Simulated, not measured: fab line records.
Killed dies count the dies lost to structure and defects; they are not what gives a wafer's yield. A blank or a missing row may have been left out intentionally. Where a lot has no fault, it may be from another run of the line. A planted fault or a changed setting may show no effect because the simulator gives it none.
Which tool did it? -- flow nand_harc -- 24 lots, 72 wafers sampled, at 6 steps of a route of 1302

== WHAT THE GAUGES READ, wafer by wafer ==
No reading from a measuring or inspecting step in the record can be judged against a usual standard deviation.

== EACH LOT AND THE TOOL THAT RAN IT (in order: tool; ch and the chambers of the sampled wafers; start) ==
lot,NHARC_A_STAIRCASE_ETCH_271,NHARC_A_STAIRCASE_ETCH_273,NHARC_A_STAIRCASE_HM_DEP_459,NHARC_A_STAIRCASE_HM_DEP_462,NHARC_A_STAIRCASE_ALD_415,NHARC_A_STAIRCASE_DEP_417
L074,"rie_diel-05 ch 2,3, day 16 16:47","rie_diel-05 ch 2,3, day 16 23:01 or earlier","acl_dep-02 ch 0, day 16 23:01","acl_dep-01 ch 0, day 17 04:34","ald_hk-03 ch 0,1,2, day 17 09:19","pecvd-03 ch 0,1, day 17 11:09"
L075,"rie_diel-01 ch 2,3, day 16 17:41","rie_diel-01 ch 0,3, day 17 00:11 or earlier","acl_dep-01 ch 0, day 17 00:11","acl_dep-02 ch 0, day 17 05:28","ald_hk-02 ch 1,2,3, day 17 09:34","pecvd-01 ch 0,2, day 17 11:50"
L076,"rie_diel-04 ch 1,2,3, day 17 09:37","rie_diel-04 ch 0,1,3, day 17 12:55 or earlier","acl_dep-02 ch 0, day 17 12:55","acl_dep-03 ch 0, day 17 19:33","ald_hk-04 ch 2,3, day 17 23:50","pecvd-04 ch 0,1, day 18 02:19"
L077,"rie_diel-05 ch 0,1,2, day 17 11:28","rie_diel-05 ch 1,2,3, day 17 14:25 or earlier","acl_dep-01 ch 0, day 17 14:25","acl_dep-03 ch 0, day 17 21:05","ald_hk-02 ch 0,2,3, day 18 01:55","pecvd-01 ch 0,1,2, day 18 03:59"
L078,"rie_diel-05 ch 0,1,3, day 17 15:59","rie_diel-05 ch 1,2,3, day 17 20:56 or earlier","acl_dep-02 ch 0, day 17 20:56","acl_dep-01 ch 0, day 18 02:04","ald_hk-03 ch 0,1,2, day 18 06:54","pecvd-01 ch 0,1,2, day 18 08:56"
L081,"rie_diel-05 ch 0,2,3, day 19 00:36","rie_diel-05 ch 0,1,2, day 19 06:38 or earlier","acl_dep-03 ch 0, day 19 06:38","acl_dep-01 ch 0, day 19 12:00","ald_hk-02 ch 0,1,2, day 19 16:37","pecvd-03 ch 0,2, day 19 18:54"
L080,"rie_diel-04 ch 0,2,3, day 19 02:27","rie_diel-04 ch 0,1,3, day 19 06:52 or earlier","acl_dep-01 ch 0, day 19 06:52","acl_dep-03 ch 0, day 19 12:10","ald_hk-04 ch 2,3, day 19 17:01","pecvd-03 ch 0,1, day 19 19:16"
L079,"rie_diel-04 ch 1,2,3, day 19 07:56","rie_diel-04 ch 1,2, day 19 16:55 or earlier","acl_dep-01 ch 0, day 19 16:55","acl_dep-03 ch 0, day 19 22:18","ald_hk-04 ch 1,2, day 20 03:15","pecvd-03 ch 1,2, day 20 05:23"
L082,"rie_diel-04 ch 0,1,2, day 20 08:03","rie_diel-04 ch 2,3, day 20 14:07 or earlier","acl_dep-02 ch 0, day 20 14:07","acl_dep-03 ch 0, day 20 19:41","ald_hk-04 ch 1,2,3, day 21 00:37","pecvd-01 ch 0,2, day 21 02:43"
L083,"rie_diel-01 ch 0,1,2, day 20 09:44","rie_diel-01 ch 0,1,3, day 20 14:32 or earlier","acl_dep-03 ch 0, day 20 14:32","acl_dep-01 ch 0, day 20 22:08","ald_hk-04 ch 0,1,2, day 21 03:03","pecvd-04 ch 0,2, day 21 04:40"
L085,"rie_diel-05 ch 0,1,2, day 20 18:55","rie_diel-05 ch 2,3, day 21 00:01 or earlier","acl_dep-03 ch 0, day 21 00:01","acl_dep-02 ch 0, day 21 05:07","ald_hk-04 ch 0,1,2, day 21 09:55","pecvd-04 ch 0,1,2, day 21 11:49"
L084,"rie_diel-04 ch 0,1,3, day 20 19:39","rie_diel-04 ch 0,3, day 20 23:56 or earlier","acl_dep-01 ch 0, day 20 23:56","acl_dep-03 ch 0, day 21 05:03","ald_hk-03 ch 1,2, day 21 09:33","pecvd-03 ch 1,2, day 21 11:47"
L086,"rie_diel-05 ch 0,3, day 21 04:25","rie_diel-05 ch 1,2, day 21 07:39 or earlier","acl_dep-01 ch 0, day 21 07:39","acl_dep-01 ch 0, day 21 12:47","ald_hk-02 ch 1,2, day 21 17:19","pecvd-04 ch 1,2, day 21 19:38"
L088,"rie_diel-01 ch 0,2,3, day 22 02:37","rie_diel-01 ch 0,2,3, day 22 11:17 or earlier","acl_dep-02 ch 0, day 22 11:17","acl_dep-03 ch 0, day 22 20:59","ald_hk-04 ch 0,1,2, day 23 07:35","pecvd-04 ch 0,1,2, day 23 09:52"
L087,"rie_diel-05 ch 0,2,3, day 22 04:19","rie_diel-05 ch 0,3, day 22 12:58 or earlier","acl_dep-01 ch 0, day 22 12:58","acl_dep-02 ch 0, day 22 21:30","ald_hk-03 ch 0,1,2, day 23 05:20","pecvd-01 ch 1,2, day 23 07:10"
L089,"rie_diel-05 ch 0,3, day 22 10:26","rie_diel-05 ch 1,2, day 22 17:40 or earlier","acl_dep-01 ch 0, day 22 17:40","acl_dep-03 ch 0, day 23 00:31","ald_hk-03 ch 0,1,3, day 23 06:44","pecvd-01 ch 0,2, day 23 08:38"
L090,"rie_diel-04 ch 1,2, day 23 01:39","rie_diel-04 ch 0,1, day 23 05:02 or earlier","acl_dep-03 ch 0, day 23 05:02","acl_dep-03 ch 0, day 23 10:10","ald_hk-03 ch 0,1,3, day 23 14:58","pecvd-03 ch 0,1, day 23 16:59"
L091,"rie_diel-05 ch 1,2,3, day 23 09:59","rie_diel-05 ch 1,2,3, day 23 19:10 or earlier","acl_dep-03 ch 0, day 23 19:10","acl_dep-03 ch 0, day 24 00:34","ald_hk-04 ch 1,2,3, day 24 06:05","pecvd-01 ch 0,1,2, day 24 07:57"
L093,"rie_diel-04 ch 0,3, day 24 03:37","rie_diel-04 ch 0,3, day 24 10:05 or earlier","acl_dep-02 ch 0, day 24 10:05","acl_dep-02 ch 0, day 24 17:02","ald_hk-04 ch 0,1,2, day 25 00:59","pecvd-04 ch 1,2, day 25 02:46"
L092,"rie_diel-05 ch 0,1, day 24 09:34","rie_diel-05 ch 1,3, day 24 14:07 or earlier","acl_dep-03 ch 0, day 24 14:07","acl_dep-02 ch 0, day 24 19:14","ald_hk-02 ch 0,1,3, day 25 01:11","pecvd-03 ch 0,1,2, day 25 03:25"
L094,"rie_diel-05 ch 0,1, day 24 17:31","rie_diel-05 ch 1,2,3, day 24 20:51 or earlier","acl_dep-03 ch 0, day 24 20:51","acl_dep-01 ch 0, day 25 03:05","ald_hk-02 ch 0,1,3, day 25 07:35","pecvd-01 ch 1,2, day 25 09:43"
L095,"rie_diel-01 ch 0,2,3, day 25 17:43","rie_diel-01 ch 0,2,3, day 25 22:54 or earlier","acl_dep-01 ch 0, day 25 22:54","acl_dep-02 ch 0, day 26 05:37","ald_hk-03 ch 1,2, day 26 09:47","pecvd-01 ch 0,2, day 26 13:29"
L096,"rie_diel-04 ch 0,1, day 25 20:45","rie_diel-04 ch 0,2, day 26 01:12 or earlier","acl_dep-03 ch 0, day 26 01:12","acl_dep-03 ch 0, day 26 06:34","ald_hk-02 ch 0,3, day 26 11:11","pecvd-03 ch 0,2, day 26 14:49"
L097,"rie_diel-01 ch 1,2,3, day 26 07:22","rie_diel-01 ch 0,2,3, day 26 11:12 or earlier","acl_dep-03 ch 0, day 26 11:12","acl_dep-01 ch 0, day 26 18:37","ald_hk-02 ch 0,2,3, day 27 00:56","pecvd-03 ch 1,2, day 27 04:07"
- NHARC_A_STAIRCASE_ETCH_271: etches the open film in CF4/CHF3.
- NHARC_A_STAIRCASE_ETCH_273: etches the open film in C4F8/O2/Ar, target depth 10200 nm, time 2468.6 s.
- NHARC_A_STAIRCASE_HM_DEP_459: deposits aC, target thk 1500 nm.
- NHARC_A_STAIRCASE_HM_DEP_462: deposits aC, target thk 800 nm.
- NHARC_A_STAIRCASE_ALD_415: deposits SiO2, target thk 30 nm, pulse time 6 s, ald cycles 300.
- NHARC_A_STAIRCASE_DEP_417: deposits Si3N4, target thk 60 nm.

== AS READ BY THE TOOLS THEMSELVES (means over the sampled wafers that have a number; for cases with no such wafer, the mark the record gives instead) ==
NHARC_A_STAIRCASE_ETCH_271. Usual: value, then standard deviation, for each; drypump_motor_current_A 5.7 A / 0.51; mfc_ar_sccm 0.011 sccm / 0.013; oes_product_au 0.945 a.u. / 0.023; rf_fwd_power_W 496.5 W / 1.8; rf_vpp_V 369.9 V / 2.3; showerhead_plenum_p_Torr 1.55 Torr / 0.063; throttle_valve_pct 16.802 % / 0.0091.
lot,tool,drypump_motor_current_A (A),mfc_ar_sccm (sccm),oes_product_au (a.u.),rf_fwd_power_W (W),rf_vpp_V (V),showerhead_plenum_p_Torr (Torr),throttle_valve_pct (%),flag
L074,rie_diel-05,5.4,0.011,0.928,495.9,370.9,1.57,16.803,
L075,rie_diel-01,6.2,0.000,0.945,496.8,370.2,1.55,16.800,
L076,rie_diel-04,5.8,0.008,0.925,494.7,371.6,1.61,16.808,
L077,rie_diel-05,5.5,0.022,0.923,494.9,369.0,1.52,16.792,
L078,rie_diel-05,5.4,0.011,0.973,495.6,370.9,1.57,16.803,
L081,rie_diel-05,5.6,0.011,0.956,495.7,369.3,1.52,16.800,
L080,rie_diel-04,5.8,0.014,0.957,495.9,371.6,1.61,16.815,
L079,rie_diel-04,5.8,0.008,0.918,496.0,371.5,1.61,16.809,
L082,rie_diel-04,5.4,0.012,0.915,496.9,370.4,1.55,16.799,
L083,rie_diel-01,6.3,0.001,0.930,497.6,369.0,1.53,16.805,
L085,rie_diel-05,5.5,0.022,0.969,494.9,368.8,1.52,16.811,
L084,rie_diel-04,5.9,0.009,0.912,495.6,370.9,1.59,16.794,
L086,rie_diel-05,5.7,0.000,0.966,496.7,368.6,1.53,16.803,
L088,rie_diel-01,6.4,0.001,0.965,497.9,368.8,1.52,16.795,
L087,rie_diel-05,5.6,0.011,0.969,496.2,368.2,1.51,16.796,
L089,rie_diel-05,5.7,0.000,0.963,494.4,369.3,1.52,16.796,
L090,rie_diel-04,5.5,0.006,0.966,494.7,369.6,1.54,16.805,
L091,rie_diel-05,5.3,0.022,0.946,498.2,370.4,1.55,16.801,
L093,rie_diel-04,6.2,0.011,0.948,499.0,373.0,1.63,16.801,
L092,rie_diel-05,5.3,0.021,0.948,495.8,369.2,1.56,16.802,
L094,rie_diel-05,5.6,0.011,0.926,494.3,369.4,1.52,16.802,
L095,rie_diel-01,6.4,0.001,0.923,496.8,368.7,1.51,16.802,
L096,rie_diel-04,5.5,0.013,0.924,495.9,368.5,1.53,16.802,
L097,rie_diel-01,6.2,0.000,0.961,497.6,368.7,1.54,16.801,

NHARC_A_STAIRCASE_ETCH_273. Usual: oes_product_au 0.932 a.u., standard deviation 0.012; rf_fwd_power_W 599.9 W, standard deviation 1.8; rf_vpp_V 1824 V, standard deviation 11.
lot,tool,oes_product_au (a.u.),rf_fwd_power_W (W),rf_vpp_V (V),flag
L074,rie_diel-05,0.938,600.2,1826,
L075,rie_diel-01,0.932,598.8,1815,
L076,rie_diel-04,0.923,600.9,1829,
L077,rie_diel-05,0.938,599.9,1826,
L078,rie_diel-05,0.951,600.4,1826,
L081,rie_diel-05,0.934,601.0,1818,
L080,rie_diel-04,0.937,598.9,1829,
L079,rie_diel-04,0.933,597.1,1826,
L082,rie_diel-04,0.910,599.0,1840,
L083,rie_diel-01,0.937,600.1,1819,
L085,rie_diel-05,0.935,600.4,1825,
L084,rie_diel-04,0.912,600.8,1837,
L086,rie_diel-05,0.945,601.2,1824,
L088,rie_diel-01,0.941,601.0,1818,
L087,rie_diel-05,0.945,601.1,1819,
L089,rie_diel-05,0.931,600.0,1824,
L090,rie_diel-04,0.936,598.5,1819,
L091,rie_diel-05,0.928,598.9,1823,
L093,rie_diel-04,0.919,601.7,1828,
L092,rie_diel-05,0.926,600.6,1831,
L094,rie_diel-05,0.929,599.7,1824,
L095,rie_diel-01,0.933,600.2,1817,
L096,rie_diel-04,0.940,600.8,1823,
L097,rie_diel-01,0.929,600.4,1817,

NHARC_A_STAIRCASE_HM_DEP_459. Usual: 35.000 % for throttle_valve_pct, sd 0.0096.
lot,tool,throttle_valve_pct (%),flag
L074,acl_dep-02,35.009,
L075,acl_dep-01,34.997,
L076,acl_dep-02,34.995,
L077,acl_dep-01,34.995,
L078,acl_dep-02,35.001,
L081,acl_dep-03,34.999,
L080,acl_dep-01,35.001,
L079,acl_dep-01,35.001,
L082,acl_dep-02,34.999,
L083,acl_dep-03,35.000,
L085,acl_dep-03,35.004,
L084,acl_dep-01,34.995,
L086,acl_dep-01,34.995,
L088,acl_dep-02,35.001,
L087,acl_dep-01,34.999,
L089,acl_dep-01,35.005,
L090,acl_dep-03,34.997,
L091,acl_dep-03,34.988,
L093,acl_dep-02,35.008,
L092,acl_dep-03,35.008,
L094,acl_dep-03,35.003,
L095,acl_dep-01,34.997,
L096,acl_dep-03,35.003,
L097,acl_dep-03,34.998,

NHARC_A_STAIRCASE_HM_DEP_462. Usual: 35.000 % for throttle_valve_pct, sd 0.0099.
lot,tool,throttle_valve_pct (%),flag
L074,acl_dep-01,35.000,
L075,acl_dep-02,34.994,
L076,acl_dep-03,34.996,
L077,acl_dep-03,35.002,
L078,acl_dep-01,35.008,
L081,acl_dep-01,35.005,
L080,acl_dep-03,34.998,
L079,acl_dep-03,35.008,
L082,acl_dep-03,35.001,
L083,acl_dep-01,34.999,
L085,acl_dep-02,35.004,
L084,acl_dep-03,34.998,
L086,acl_dep-01,34.993,
L088,acl_dep-03,34.995,
L087,acl_dep-02,34.991,
L089,acl_dep-03,35.001,
L090,acl_dep-03,34.994,
L091,acl_dep-03,35.006,
L093,acl_dep-02,35.002,
L092,acl_dep-02,35.008,
L094,acl_dep-01,35.008,
L095,acl_dep-02,35.000,
L096,acl_dep-03,34.995,
L097,acl_dep-01,34.995,

NHARC_A_STAIRCASE_ALD_415. Usual: heater_power_w 470 W, standard deviation 38; precursor_pulse_height_rel 1.001, standard deviation 0.019.
lot,tool,heater_power_w (W),precursor_pulse_height_rel,flag
L074,ald_hk-03,457,1.013,
L075,ald_hk-02,481,0.995,
L076,ald_hk-04,482,1.006,
L077,ald_hk-02,492,1.000,
L078,ald_hk-03,470,0.990,
L081,ald_hk-02,497,1.007,
L080,ald_hk-04,483,1.005,
L079,ald_hk-04,441,0.991,
L082,ald_hk-04,461,0.999,
L083,ald_hk-04,468,0.985,
L085,ald_hk-04,458,1.008,
L084,ald_hk-03,490,1.004,
L086,ald_hk-02,486,0.996,
L088,ald_hk-04,467,1.010,
L087,ald_hk-03,469,1.019,
L089,ald_hk-03,452,1.009,
L090,ald_hk-03,444,1.007,
L091,ald_hk-04,460,0.968,
L093,ald_hk-04,464,1.003,
L092,ald_hk-02,501,1.013,
L094,ald_hk-02,507,0.973,
L095,ald_hk-03,490,1.001,
L096,ald_hk-02,515,0.997,
L097,ald_hk-02,486,1.000,

NHARC_A_STAIRCASE_DEP_417. Usual: heater_power_w 679 W, standard deviation 110; rf_fwd_power_W 449.3 W, standard deviation 1.3.
lot,tool,heater_power_w (W),rf_fwd_power_W (W),flag
L074,pecvd-03,551,450.3,
L075,pecvd-01,729,448.7,
L076,pecvd-04,756,447.6,
L077,pecvd-01,684,450.0,
L078,pecvd-01,739,449.6,
L081,pecvd-03,552,450.9,
L080,pecvd-03,583,449.1,
L079,pecvd-03,594,448.8,
L082,pecvd-01,720,448.4,
L083,pecvd-04,859,450.1,
L085,pecvd-04,768,449.4,
L084,pecvd-03,574,450.7,
L086,pecvd-04,852,448.7,
L088,pecvd-04,771,448.4,
L087,pecvd-01,721,448.6,
L089,pecvd-01,737,450.4,
L090,pecvd-03,592,449.2,
L091,pecvd-01,734,449.6,
L093,pecvd-04,834,447.2,
L092,pecvd-03,574,449.9,
L094,pecvd-01,719,448.6,
L095,pecvd-01,728,450.1,
L096,pecvd-03,556,448.3,
L097,pecvd-03,544,448.8,

== THE ANSWER, worked out from the rows above alone ==
Rule: a lot is off if the mean of its wafers that have a number lies more than 3 standard deviations from the usual mean. Also off: a lot with no number at a reading for which 4 or more lots have one. All remaining lots with rows at the step are treated as sound. Order of review: gauges by route order, followed by the tools' own readings, for which a lot's mean as printed above is used. At the first step where some lot is off, the reading lying furthest off is the one used; lots without a number count as furthest.
Nothing can be told from this: no lot is off at any reading shown.

== WHAT WAS PUT IN BY THE SIMULATOR ==
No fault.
